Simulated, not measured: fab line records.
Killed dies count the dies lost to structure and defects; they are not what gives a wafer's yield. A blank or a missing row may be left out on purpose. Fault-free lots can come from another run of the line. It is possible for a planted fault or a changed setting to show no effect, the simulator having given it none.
fab line records | flow n5-finfet
record: lots: 7 | wafers: 21
route steps=1938 shown BEOL_M6@1198 BEOL_M8@1335 BEOL_M9@1464 BEOL_M10@1512
start-h: hours from the record's opening day to when the first of the lot's shown wafers began | wait-h: hours from the lot's prior step to this one | " the same as in the row above | L1.1+2: several wafers, shown together as one row | - no value, or no start was given | * or withheld: withheld | < > ~ a bound
route shown NAME@n: a module of which the file shows steps, and the number in the route of the first | usual: mean and standard deviation over wafers with no fault | same: alike in all rows | chamber/n: place in a boat | sites: the reading at each site | _std_site: standard deviation of those values | _edge_site: outer sites' mean less inner sites' | radius-mm: for every site, how far away it sits from the centre of the wafer | mask NAME#n: copy n | behind: the most recent tool/chamber to have shaped the wafer | hold: why the lot was held/for how many hours/how that ended | device: transistor that didn't switch, given as n, p or np | end of line: the same wafers' tests at the end of the route | step lacking rows: just its recipe | killed: the dies lost at the first sort to structure and to defects; this is not the yield of the wafer | map: a wafer's dies, x killed, . not, _ none there
set.NAME: setting as actually run; set.NAME@STEP: the setting as run at that earlier step | model.NAME: the simulator's own value behind a step, which no gauge read
lots where settings were altered on purpose, with a table for each step and a row for each wafer
== steps ==
step: N5_BEOL_M6_HM_DEP_02
recipe: material: TiN | target-thk-a: 200 | temp-c: 25 | chamber-pressure-pa: 0.49996
lot.wafer  | tool           | chamber | start-h | wait-h | set.target-thk-a
L079.2+4+5 | pvd-sputter-03 | -       | 286.15  | 1.7    | 200
L084.1+4+6 | pvd-sputter-03 | -       | 299.26  | 1.7    | 200
L082.2+4+5 | pvd-sputter-02 | -       | 306.20  | 1.2    | 200
L080.1+2+6 | pvd-sputter-01 | -       | 312.88  | 0.7    | 200
L092.1+2+5 | pvd-sputter-02 | -       | 341.35  | 1.4    | 217
L091.1+3+4 | pvd-sputter-01 | -       | 358.35  | 1.9    | 200
L097.2+5+6 | pvd-sputter-01 | -       | 383.59  | 2.5    | 200
step: N5_BEOL_M6_COAT_59
recipe: resist: SOC | temp-c: 250 | time-s: 60 | spin-rpm: 1500 | resist-thk-nm: 100
step: N5_BEOL_M6_COAT_60
recipe: resist: SiARC | temp-c: 220 | time-s: 60 | spin-rpm: 1500 | resist-thk-nm: 35
step: N5_BEOL_M6_STRIP_68
recipe: chemistry: N2/H2 | temp-c: 40 | n2-flow-sccm: 200 | h2-flow-sccm: 200 | rf-frequency-hz: 6e+07
step: N5_BEOL_M6_STRIP_67
recipe: chemistry: CF4 | resist: SiARC | power-w: 300 | bias-power-w: 75 | pressure-mtorr: 50 | cf4-flow-sccm: 150 | rf-frequency-hz: 6e+07
step: N5_BEOL_M6_HM_OPEN_17
recipe: chemistry: Cl2/BCl3 | target-depth-a: 200 | overetch-a: 60 | target: TiN | mask-material: SOC | ion-energy-ev: 150 | pressure-mtorr: 10 | icp-w: 1000 | bias-w: 126 | Cl2_flow_sccm: 53.25 | bcl3-flow-sccm: 21.75 | Ar_flow_sccm: 25
lot.wafer | tool         | chamber | start-h | wait-h | set.target-thk-a@BEOL_M6_HM_DEP_02 | model.etch.depth-nm
L079.2    | rie-metal-01 | 1       | 287.47  | 0.0    | 200                                | 19.83
L079.4    | "            | 1       | "       | "      | 200                                | 19.88
L079.5    | "            | 0       | "       | "      | 200                                | 20.04
L084.1    | rie-metal-02 | 0       | 300.13  | 0.0    | 200                                | 20.15
L084.4    | "            | 1       | "       | "      | 200                                | 20.13
L084.6    | "            | 1       | "       | "      | 200                                | 20.1
L082.2    | rie-metal-01 | 1       | 307.01  | 0.0    | 200                                | 19.58
L082.4    | "            | 0       | "       | "      | 200                                | 19.77
L082.5    | "            | 0       | "       | "      | 200                                | 19.93
L080.1    | rie-metal-01 | 1       | 313.96  | 0.0    | 200                                | 20.15
L080.2    | "            | 0       | "       | "      | 200                                | 20.03
L080.6    | "            | 1       | "       | "      | 200                                | 20.1
L092.1    | rie-metal-01 | 0       | 342.81  | 0.0    | 217                                | 21.65
L092.2    | "            | 0       | "       | "      | 217                                | 21.61
L092.5    | "            | 0       | "       | "      | 217                                | 21.72
L091.1    | rie-metal-02 | 1       | 359.21  | 0.0    | 200                                | 20.17
L091.3    | "            | 0       | "       | "      | 200                                | 20.16
L091.4    | "            | 1       | "       | "      | 200                                | 20.2
L097.2    | rie-metal-03 | 0       | 384.33  | 0.0    | 200                                | 20.16
L097.5    | "            | 1       | "       | "      | 200                                | 20.4
L097.6    | "            | 0       | "       | "      | 200                                | 20.21
step: N5_BEOL_M6_TRENCH_ETCH_37
recipe: chemistry: C4F6/O2 | target-depth-a: 944.35 | target: SiCOH_lowk | time-s: 31.5 | ion-energy-ev: 250 | pressure-mtorr: 30 | source-w: 345 | bias-w: 185 | Ar_flow_sccm: 300 | C4F6_flow_sccm: 10 | O2_flow_sccm: 10
usual: rf-vpp-V: 663/7.3
lot.wafer | tool        | chamber | start-h | wait-h | set.bias-w | rf-vpp-V
L079.2    | rie-diel-03 | 2       | -       | -      | 185        | 674
L079.4    | "           | 0       | "       | "      | 185        | 668
L079.5    | "           | 3       | "       | "      | 185        | 661
L084.1    | rie-diel-03 | 3       | -       | -      | 185        | 664
L084.4    | "           | 0       | "       | "      | 185        | 668
L084.6    | "           | 0       | "       | "      | 185        | 669
L082.2    | rie-diel-01 | 2       | -       | -      | 185        | 655
L082.4    | "           | 0       | "       | "      | 163.5      | 591
L082.5    | "           | 0       | "       | "      | 163.5      | 591
L080.1    | rie-diel-03 | 2       | -       | -      | 185        | 674
L080.2    | "           | 0       | "       | "      | 185        | 668
L080.6    | "           | 0       | "       | "      | 185        | 667
L092.1    | rie-diel-03 | 3       | -       | -      | 161.6      | 595
L092.2    | "           | 2       | "       | "      | 185        | 673
L092.5    | "           | 1       | "       | "      | 185        | 659
L091.1    | rie-diel-03 | 1       | -       | -      | 185        | 658
L091.3    | "           | 3       | "       | "      | 185        | 663
L091.4    | "           | 0       | "       | "      | 185        | 668
L097.2    | rie-diel-03 | 2       | -       | -      | 185        | 673
L097.5    | "           | 1       | "       | "      | 160.4      | 587
L097.6    | "           | 2       | "       | "      | 185        | 674
step: N5_BEOL_M8_PECVD_70
recipe: material: SiO2 | target-thk-a: 200 | temp-c: 400 | precursor: TEOS/O2 | pressure-torr: 5.5 | rf-w: 450 | teos-flow-sccm: 53.8 | gas: O2 | flow-sccm: 3000 | time-s: 22.7
lot.wafer | tool     | chamber | start-h | wait-h | set.temp-c | model.SiO2_of_BEOL_M8_PECVD_70.thk-nm
L079.2    | pecvd-04 | 2       | 304.69  | 0.0    | 400        | 19.6
L079.4    | "        | 1       | "       | "      | 389.9      | 21.4
L079.5    | "        | 2       | "       | "      | 400        | 20.2
L084.1+4  | pecvd-04 | 0,1     | 313.83  | 0.0    | 400        | 19.8
L084.6    | "        | 0       | "       | "      | 400        | 20
L082.2    | pecvd-03 | 1       | 318.46  | 0.0    | 400        | 19.4
L082.4+5  | "        | 1,0     | "       | "      | 400        | 20
L080.1    | pecvd-01 | 2       | 329.58  | 0.0    | 400        | 19.2
L080.2    | "        | 1       | "       | "      | 400        | 19.4
L080.6    | "        | 2       | "       | "      | 400        | 19.8
L092.1+2  | pecvd-01 | 0,2     | 355.76  | 0.0    | 400        | 19.2
L092.5    | "        | 0       | "       | "      | 400        | 19.6
L091.1    | pecvd-03 | 0       | 378.09  | 0.0    | 400        | 19.6
L091.3    | "        | 2       | "       | "      | 400        | 20
L091.4    | "        | 0       | "       | "      | 400        | 20.2
L097.2    | pecvd-04 | 0       | 396.86  | 0.0    | 400        | 19.6
L097.5    | "        | 0       | "       | "      | 382.2      | 22
L097.6    | "        | 1       | "       | "      | 382.2      | 22.2
step: N5_BEOL_M8_COAT_05
recipe: resist: CAR-ArF | spin-rpm: 1500 | resist-thk-nm: 90
lot.wafer  | tool           | chamber | start-h | wait-h | set.spin-rpm | model.CAR-ArF_of_BEOL_M8_COAT_05.thk-nm
L079.2+4   | litho-track-05 | 0       | -       | -      | 1500         | 90
L079.5     | "              | 0       | "       | "      | 1383         | 93.6
L084.1+6   | litho-track-05 | 0       | -       | -      | 1417         | 92.8
L084.4     | "              | 0       | "       | "      | 1500         | 90.4
L082.2+4   | litho-track-05 | 0       | -       | -      | 1500         | 90.4
L082.5     | "              | 0       | "       | "      | 1500         | 90
L080.1+2+6 | litho-track-02 | 0       | -       | -      | 1500         | 90.6
L092.1+5   | litho-track-04 | 0       | -       | -      | 1413         | 93.4
L092.2     | "              | 0       | "       | "      | 1500         | 90.4
L091.1     | litho-track-04 | 0       | -       | -      | 1421         | 92.6
L091.3     | "              | 0       | "       | "      | 1500         | 90.2
L091.4     | "              | 0       | "       | "      | 1500         | 90.6
L097.2     | litho-track-05 | 0       | -       | -      | 1500         | 90.4
L097.5+6   | "              | 0       | "       | "      | 1500         | 90.2
step: N5_BEOL_M8_EBR_07
recipe: solvent: PGMEA | ebr-width-mm: 1.5
step: N5_BEOL_M8_SOFTBAKE_06
recipe: temp-c: 110 | time-s: 60 | resist: CAR-ArF
step: N5_BEOL_M8_EXPOSE_08
recipe: mask-id: M8 | na: 1.35 | source-shape: dipole | sigma-inner: 0.817 | sigma-outer: 0.97 | polarization: te | dose-mj: 68.25
step: N5_BEOL_M8_PEB_09
recipe: peb-temp-c: withheld | peb-time-s: 60 | resist: CAR-ArF
step: N5_BEOL_M8_DEVELOP_10
recipe: develop-time-s: 30 | developer: TMAH | resist: CAR-ArF | rinse-liquid: diw | dry: air-spin | dev-temp-c: 23
lot.wafer | tool           | chamber | start-h | wait-h | set.spin-rpm@BEOL_M8_COAT_05 | model.CAR-ArF_of_BEOL_M8_COAT_05.thk-nm
L079.2+4  | litho-track-05 | 0       | -       | -      | 1500                         | 88.2
L079.5    | "              | 0       | "       | "      | 1383                         | 91.8
L084.1    | litho-track-04 | 0       | -       | -      | 1417                         | 91.2
L084.4    | "              | 0       | "       | "      | 1500                         | 88.8
L084.6    | "              | 0       | "       | "      | 1417                         | 91
L082.2+4  | litho-track-04 | 0       | -       | -      | 1500                         | 88.6
L082.5    | "              | 0       | "       | "      | 1500                         | 88.4
L080.1+6  | litho-track-05 | 0       | -       | -      | 1500                         | 89
L080.2    | "              | 0       | "       | "      | 1500                         | 88.8
L092.1    | litho-track-05 | 0       | -       | -      | 1413                         | 91.8
L092.2    | "              | 0       | "       | "      | 1500                         | 88.6
L092.5    | "              | 0       | "       | "      | 1413                         | 91.6
L091.1    | litho-track-04 | 0       | -       | -      | 1421                         | 91
L091.3    | "              | 0       | "       | "      | 1500                         | 88.4
L091.4    | "              | 0       | "       | "      | 1500                         | 88.8
L097.2    | litho-track-05 | 0       | -       | -      | 1500                         | 88.8
L097.5    | "              | 0       | "       | "      | 1500                         | 88.6
L097.6    | "              | 0       | "       | "      | 1500                         | 88.4
step: N5_BEOL_M8_TRENCH_ETCH_37
recipe: chemistry: C4F6/O2 | target-depth-a: 934.78 | target: SiCOH_lowk | time-s: 31.2 | ion-energy-ev: 250 | pressure-mtorr: 30 | source-w: 345 | bias-w: 185 | Ar_flow_sccm: 300 | C4F6_flow_sccm: 10 | O2_flow_sccm: 10
usual: rf-vpp-V: 666/8.4
lot.wafer | tool        | chamber | start-h | wait-h | set.source-w | rf-vpp-V | model.etch.depth-nm | model.BEOL_M8.feature-depth-nm
L079.2    | rie-diel-01 | 2       | -       | -      | 402.7        | 605      | 97.63               | 97.6
L079.4    | "           | 3       | "       | "      | 345          | 671      | 93.45               | 93.4
L079.5    | "           | 0       | "       | "      | 402.7        | 602      | 98.97               | 99
L084.1    | rie-diel-03 | 2       | -       | -      | 345          | 675      | 96.06               | 96
L084.4    | "           | 1       | "       | "      | 310.4        | 695      | 90.16               | 90.2
L084.6    | "           | 2       | "       | "      | 310.4        | 710      | 92.22               | 92.2
L082.2    | rie-diel-01 | 1       | -       | -      | 345          | 659      | 94.58               | 94.6
L082.4    | "           | 3       | "       | "      | 345          | 673      | 92.6                | 92.6
L082.5    | "           | 0       | "       | "      | 345          | 653      | 92.71               | 92.8
L080.1    | rie-diel-03 | 1       | -       | -      | 345          | 658      | 93.15               | 93.2
L080.2    | "           | 0       | "       | "      | 345          | 669      | 90.65               | 90.6
L080.6    | "           | 3       | "       | "      | 345          | 664      | 90.72               | 90.8
L092.1    | rie-diel-04 | 3       | -       | -      | 313.6        | 692      | 92.26               | 92.2
L092.2    | "           | 0       | "       | "      | 345          | 681      | 95.4                | 95.4
L092.5    | "           | 0       | "       | "      | 313.6        | 714      | 92.34               | 92.4
L091.1    | rie-diel-03 | 1       | -       | -      | 397.1        | 614      | 97.84               | 97.8
L091.3    | "           | 2       | "       | "      | 345          | 674      | 95.83               | 95.8
L091.4    | "           | 0       | "       | "      | 345          | 668      | 91.13               | 91.2
L097.2    | rie-diel-04 | 0       | -       | -      | 345          | 681      | 95.76               | 95.8
L097.5    | "           | 1       | "       | "      | 345          | 666      | 94.07               | 94
L097.6    | "           | 0       | "       | "      | 387.1        | 643      | 101.4               | 101.4
step: N5_BEOL_M8_ETCH_41
recipe: chemistry: CH3F/O2 | target: SiCN | target-depth-a: 319 | taper-deg: 2 | time-s: 57.8 | ion-energy-ev: 120 | mask-material: TiN | pressure-mtorr: 30 | source-w: 395 | bias-w: 75 | Ar_flow_sccm: 150 | CH3F_flow_sccm: 30 | O2_flow_sccm: 20
step: N5_BEOL_M8_STRIP_80
recipe: chemistry: N2/H2 | time-s: 10 | power-w: 450 | temp-c: 40 | pressure-mtorr: 20 | rf-frequency-hz: 6e+07 | bias-power-w: 7 | n2-flow-sccm: 200 | h2-flow-sccm: 200
step: N5_BEOL_M8_HM_STRIP_39
recipe: chemistry: peroxide-tin-strip | material: TiN | target-depth-a: 250 | temp-c: 50 | time-s: 158
lot.wafer | tool         | chamber | start-h | wait-h | set.temp-c@BEOL_M8_PECVD_70 | model.SiO2_of_BEOL_M8_PECVD_70.thk-nm
L079.2    | wet-bench-03 | 1       | 307.89  | 0.0    | 400                         | 19.4
L079.4    | "            | 0       | "       | "      | 389.9                       | 21.2
L079.5    | "            | 5       | "       | "      | 400                         | 20
L084.1    | wet-bench-03 | 7       | 319.98  | 0.0    | 400                         | 19.6
L084.4+6  | "            | 5,2     | "       | "      | 400                         | 19.8
L082.2    | wet-bench-01 | 0       | 325.87  | 0.0    | 400                         | 19.2
L082.4+5  | "            | 7,6     | "       | "      | 400                         | 19.8
L080.1+2  | wet-bench-02 | 4,0     | 338.09  | 0.0    | 400                         | 19.2
L080.6    | "            | 6       | "       | "      | 400                         | 19.6
L092.1    | wet-bench-02 | 7       | 364.37  | 0.0    | 400                         | 19.2
L092.2    | "            | 5       | "       | "      | 400                         | 19
L092.5    | "            | 0       | "       | "      | 400                         | 19.4
L091.1    | wet-bench-01 | 0       | 383.68  | 0.0    | 400                         | 19.6
L091.3+4  | "            | 3,4     | "       | "      | 400                         | 20
L097.2    | wet-bench-03 | 6       | 399.81  | 0.0    | 400                         | 19.6
L097.5+6  | "            | 0,2     | "       | "      | 382.2                       | 22
step: N5_BEOL_M8_SRD_40
recipe: time-s: 30 | temp-c: 23 | rinse-liquid: diw | dry: ipa-marangoni
step: N5_BEOL_M8_PRECLEAN_42
recipe: chemistry: residue-remover | time-s: 60 | temp-c: 40
step: N5_BEOL_M8_ECD_50
recipe: material: Cu | target-thk-a: 3000
step: N5_BEOL_M8_ANNEAL_51
recipe: temp-c: 225 | time-s: 90 | ambient: N2
step: N5_BEOL_M8_CMP_52
recipe: stop-on: SiCOH_lowk | t-overpolish-s: 6.9 | down-force-psi: 1 | platen-rpm: 50 | clearing-platen-down-force-psi: 1.5 | clearing-platen-rpm: 50 | post-cmp-clean: cu-alkaline | target-thk-nm: 80 | clearing-platen-pad-velocity-m-s: 0.99484 | pad-velocity-m-s: 0.99484
lot.wafer | tool   | chamber | start-h | wait-h | set.source-w@BEOL_M8_TRENCH_ETCH_37 | model.Cu_of_BEOL_M8_ECD_50.thk-nm
L079.4    | cmp-02 | 0       | 310.01  | 0.1    | 345                                 | 79.8
L079.2    | "      | 3       | "       | "      | 402.7                               | 84.8
L079.5    | "      | 1       | "       | "      | 402.7                               | 85
L084.4    | cmp-03 | 0       | 322.70  | 0.1    | 310.4                               | 77.2
L084.1    | "      | 2       | "       | "      | 345                                 | 81
L084.6    | "      | 1       | "       | "      | 310.4                               | 78.6
L082.2    | cmp-02 | 0       | 331.39  | 0.3    | 345                                 | 82
L082.4    | "      | 1       | "       | "      | 345                                 | 78.8
L082.5    | "      | 3       | "       | "      | 345                                 | 80.6
L080.1    | cmp-02 | 2       | 340.24  | 0.3    | 345                                 | 78.6
L080.2    | "      | 3       | "       | "      | 345                                 | 77
L080.6    | "      | 3       | "       | "      | 345                                 | 76.4
L092.2    | cmp-03 | 3       | 366.25  | 0.3    | 345                                 | 82
L092.1    | "      | 0       | "       | "      | 313.6                               | 77.2
L092.5    | "      | 1       | "       | "      | 313.6                               | 79.2
L091.3    | cmp-01 | 0       | 386.10  | 0.2    | 345                                 | 81.4
L091.1    | "      | 1       | "       | "      | 397.1                               | 83.8
L091.4    | "      | 2       | "       | "      | 345                                 | 78
L097.2    | cmp-01 | 2       | 402.02  | 0.3    | 345                                 | 82.8
L097.5    | "      | 0       | "       | "      | 345                                 | 80.4
L097.6    | "      | 1       | "       | "      | 387.1                               | 88
step: N5_BEOL_M9_CMP_52
recipe: stop-on: SiCOH_lowk | t-overpolish-s: 7 | down-force-psi: 1 | platen-rpm: 50 | clearing-platen-down-force-psi: 1.5 | clearing-platen-rpm: 50 | post-cmp-clean: cu-alkaline | target-thk-nm: 140 | clearing-platen-pad-velocity-m-s: 0.99484 | pad-velocity-m-s: 0.99484
usual: barrier-field-endpoint-s: 29.1/0.69
lot.wafer | tool   | chamber | start-h | wait-h | set.down-force-psi | barrier-field-endpoint-s
L079.4    | cmp-02 | 2       | 317.41  | 0.2    | 1                  | 29.6
L079.2    | "      | 0       | "       | "      | 1.152              | 25.0
L079.5    | "      | 2       | "       | "      | 1                  | 30.2
L084.4    | cmp-04 | 2       | 334.18  | 0.1    | 1.221              | 25.3
L084.1    | "      | 1       | "       | "      | 1                  | 30.7
L084.6    | "      | 2       | "       | "      | 1.221              | 24.5
L082.4    | cmp-03 | 0       | 342.61  | 0.1    | 0.8332             | 35.3
L082.2    | "      | 3       | "       | "      | 1                  | 29.0
L082.5    | "      | 1       | "       | "      | 1                  | 29.5
L080.1    | cmp-02 | 3       | 350.76  | 0.3    | 1                  | 28.2
L080.2    | "      | 0       | "       | "      | 1                  | 30.0
L080.6    | "      | 3       | "       | "      | 1                  | 29.4
L092.1    | cmp-02 | 3       | 373.97  | 0.3    | 0.9109             | 31.4
L092.2    | "      | 1       | "       | "      | 1                  | 27.5
L092.5    | "      | 3       | "       | "      | 0.9109             | 31.8
L091.3    | cmp-04 | 2       | 393.10  | 0.2    | 0.8802             | 33.3
L091.4    | "      | 3       | "       | "      | 1                  | 29.9
L091.1    | "      | 1       | "       | "      | 1                  | 29.0
L097.2    | cmp-02 | 2       | 409.60  | 0.3    | 1                  | 28.7
L097.6    | "      | 1       | "       | "      | 1                  | 28.2
L097.5    | "      | 2       | "       | "      | 1.125              | 25.0
step: N5_BEOL_M10_TRENCH_ETCH_37
recipe: chemistry: C4F6/O2 | target-depth-a: 1488.3 | target: SiCOH_lowk | time-s: 48 | ion-energy-ev: 250 | pressure-mtorr: 30 | source-w: 345 | bias-w: 185 | Ar_flow_sccm: 300 | C4F6_flow_sccm: 10 | O2_flow_sccm: 10
usual: rf-vpp-V: 665/8.3
lot.wafer | tool        | chamber | start-h | wait-h | set.source-w | rf-vpp-V | model.BEOL_M10.feature-depth-nm | model.etch.depth-nm
L079.2    | rie-diel-04 | 2       | -       | -      | 345          | 677      | 151                             | 151
L079.4    | "           | 2       | "       | "      | 405.1        | 622      | 161.4                           | 161.3
L079.5    | "           | 1       | "       | "      | 345          | 667      | 149.8                           | 149.8
L084.1    | rie-diel-04 | 1       | -       | -      | 345          | 669      | 149.4                           | 149.4
L084.4    | "           | 1       | "       | "      | 289.9        | 731      | 139                             | 139
L084.6    | "           | 3       | "       | "      | 345          | 660      | 152.8                           | 152.9
L082.2    | rie-diel-01 | 2       | -       | -      | 345          | 653      | 148                             | 148
L082.4    | "           | 2       | "       | "      | 315.8        | 684      | 143.2                           | 143.3
L082.5    | "           | 1       | "       | "      | 315.8        | 688      | 147.8                           | 147.9
L080.1    | rie-diel-03 | 2       | -       | -      | 345          | 673      | 151.8                           | 151.8
L080.2    | "           | 1       | "       | "      | 345          | 659      | 149                             | 149
L080.6    | "           | 2       | "       | "      | 345          | 673      | 153                             | 153
L092.1    | rie-diel-04 | 2       | -       | -      | 327.3        | 694      | 148                             | 148.1
L092.2    | "           | 3       | "       | "      | 345          | 659      | 154.2                           | 154.2
L092.5    | "           | 3       | "       | "      | 345          | 657      | 153.2                           | 153.1
L091.1    | rie-diel-03 | 2       | -       | -      | 284.9        | 742      | 139.6                           | 139.6
L091.3    | "           | 1       | "       | "      | 284.9        | 727      | 137.6                           | 137.5
L091.4    | "           | 1       | "       | "      | 345          | 658      | 147.4                           | 147.3
L097.2    | rie-diel-04 | 3       | -       | -      | 345          | 659      | 153.6                           | 153.7
L097.5    | "           | 3       | "       | "      | 345          | 659      | 154.2                           | 154.3
L097.6    | "           | 2       | "       | "      | 375.7        | 646      | 156.2                           | 156.2
== key ==
split: step: N5_BEOL_M6_HM_DEP_02 | setting: target-thk-a | stated: 200 | by: lot
response: step: N5_BEOL_M6_HM_OPEN_17 | reading: model.etch.depth-nm | change: +0.189 | per: 1% | r: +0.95
split: step: N5_BEOL_M6_TRENCH_ETCH_37 | setting: bias-w | stated: 185 | by: wafer
response: step: N5_BEOL_M6_TRENCH_ETCH_37 | reading: rf-vpp-V | change: +5.88 | per: 1% | r: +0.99
split: step: N5_BEOL_M8_PECVD_70 | setting: temp-c | stated: 400 | by: wafer
response: step: N5_BEOL_M8_PECVD_70 | reading: model.SiO2_of_BEOL_M8_PECVD_70.thk-nm | change: -0.57 | per: 1% | r: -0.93
response: step: N5_BEOL_M8_HM_STRIP_39 | reading: model.SiO2_of_BEOL_M8_PECVD_70.thk-nm | change: -0.553 | per: 1% | r: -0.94
split: step: N5_BEOL_M8_COAT_05 | setting: spin-rpm | stated: 1500 | by: wafer
response: step: N5_BEOL_M8_COAT_05 | reading: model.CAR-ArF_of_BEOL_M8_COAT_05.thk-nm | change: -0.46 | per: 1% | r: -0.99
response: step: N5_BEOL_M8_DEVELOP_10 | reading: model.CAR-ArF_of_BEOL_M8_COAT_05.thk-nm | change: -0.467 | per: 1% | r: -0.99
split: step: N5_BEOL_M8_TRENCH_ETCH_37 | setting: source-w | stated: 345 | by: wafer
response: step: N5_BEOL_M8_TRENCH_ETCH_37 | reading: rf-vpp-V | change: -3.4 | per: 1% | r: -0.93
response: step: N5_BEOL_M8_TRENCH_ETCH_37 | reading: model.etch.depth-nm | change: +0.361 | per: 1% | r: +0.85
response: step: N5_BEOL_M8_TRENCH_ETCH_37 | reading: model.BEOL_M8.feature-depth-nm | change: +0.36 | per: 1% | r: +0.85
response: step: N5_BEOL_M8_CMP_52 | reading: model.Cu_of_BEOL_M8_ECD_50.thk-nm | change: +0.346 | per: 1% | r: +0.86
split: step: N5_BEOL_M9_CMP_52 | setting: down-force-psi | stated: 1 | by: wafer
response: step: N5_BEOL_M9_CMP_52 | reading: barrier-field-endpoint-s | change: -0.312 | per: 1% | r: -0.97
split: step: N5_BEOL_M10_TRENCH_ETCH_37 | setting: source-w | stated: 345 | by: wafer
response: step: N5_BEOL_M10_TRENCH_ETCH_37 | reading: rf-vpp-V | change: -3.69 | per: 1% | r: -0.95
response: step: N5_BEOL_M10_TRENCH_ETCH_37 | reading: model.BEOL_M10.feature-depth-nm | change: +0.586 | per: 1% | r: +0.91
response: step: N5_BEOL_M10_TRENCH_ETCH_37 | reading: model.etch.depth-nm | change: +0.583 | per: 1% | r: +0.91
